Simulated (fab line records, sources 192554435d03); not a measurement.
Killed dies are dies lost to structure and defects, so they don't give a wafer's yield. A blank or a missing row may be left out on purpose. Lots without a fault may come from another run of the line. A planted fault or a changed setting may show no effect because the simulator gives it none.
Chamber matching | flow n5_finfet | N5_BEOL_M14_CMP_49 on cmp-01: 4 sister chambers
The step polishes, stops on SiO2, t overpolish 5.2 s, target thk 560 nm. 20 wafers are shown with their chamber, then 10 later ones without.

WAFERS WITH THEIR CHAMBER
wafer  | chamber | motor_current_A (A) | overpolish_run_s (s) | time_to_endpoint_s (s)
L076.2 | 3       | 8.4                 | 5.193                | 118
L076.3 | 1       | 6.8                 | 5.194                | 124
L076.4 | 0       | 7.3                 | 5.207                | 125
L077.2 | 3       | 8.4                 | 5.195                | 122
L077.3 | 0       | 7.1                 | 5.204                | 127
L077.5 | 1       | 7.3                 | 5.176                | 122
L079.3 | 0       | 7.4                 | 5.197                | 121
L079.4 | 2       | 7.7                 | 5.209                | 123
L079.5 | 2       | 7.8                 | 5.211                | 121
L081.2 | 3       | 9.0                 | 5.200                | 117
L081.3 | 0       | 7.4                 | 5.207                | 124
L081.4 | 2       | 8.4                 | 5.203                | 121
L082.1 | 0       | 7.3                 | 5.215                | 123
L082.4 | 2       | 8.4                 | 5.205                | 118
L082.5 | 0       | 7.3                 | 5.196                | 123
L084.1 | 0       | 7.2                 | 5.216                | 121
L084.2 | 2       | 8.3                 | 5.215                | 123
L084.4 | 1       | 7.0                 | 5.195                | 124
L086.1 | 0       | 7.0                 | 5.186                | 127
L086.2 | 3       | 8.3                 | 5.201                | 120

SIGNATURES (means of the wafers above)
reading            | chamber 0 | chamber 1 | chamber 2 | chamber 3 | scatter within a chamber
motor_current_A    | 7.250     | 7.033     | 8.120     | 8.525     | 0.255
overpolish_run_s   | 5.20350   | 5.18833   | 5.20860   | 5.19725   | 0.00823
time_to_endpoint_s | 123.88    | 123.33    | 121.20    | 119.25    | 2.14
Rule: a wafer's distance from a chamber is the root of the sum, over the readings, of the square of ((its reading less the chamber's mean) divided by the reading's scatter). The wafer belongs to the nearest chamber; if the next one is less than 2 further off, it can't be placed. The scatter: the root of (the sum of the squares of (reading less its chamber's mean) over the shown wafers, divided by (wafers less chambers)).

WAFERS WITHOUT THEIR CHAMBER
wafer  | motor_current_A (A) | overpolish_run_s (s) | time_to_endpoint_s (s)
L086.4 | 7.2                 | 5.213                | 123
L085.3 | 8.4                 | 5.193                | 120
L085.4 | 8.3                 | 5.189                | 118
L085.5 | 8.3                 | 5.222                | 117
L090.1 | 7.1                 | 5.204                | 123
L090.4 | 8.4                 | 5.211                | 119
L090.5 | 8.7                 | 5.202                | 116
L092.1 | 7.2                 | 5.181                | 119
L092.2 | 7.4                 | 5.195                | 122
L092.5 | 8.0                 | 5.206                | 121

WHICH CHAMBER EACH WENT THROUGH
wafer  | from the rows above          | in truth
L086.4 | can't be placed: 0 or 1      | 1
L085.3 | can't be placed: 3 or 2      | 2
L085.4 | can't be placed: 3 or 2      | 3
L085.5 | can't be placed: 2 or 3      | 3
L090.1 | can't be placed: 0 or 1      | 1
L090.4 | can't be placed: 2 or 3      | 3
L090.5 | can't be placed: 3 or 2      | 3
L092.1 | can't be placed: 1 or 0      | 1
L092.2 | can't be placed: 0 or 1 or 2 | 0
L092.5 | can't be placed: 2 or 3      | 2
Placed correctly: 0 of 10. Can't be placed from these rows: 10 (the true chamber is among the candidates in 10). Placed wrongly: 0.
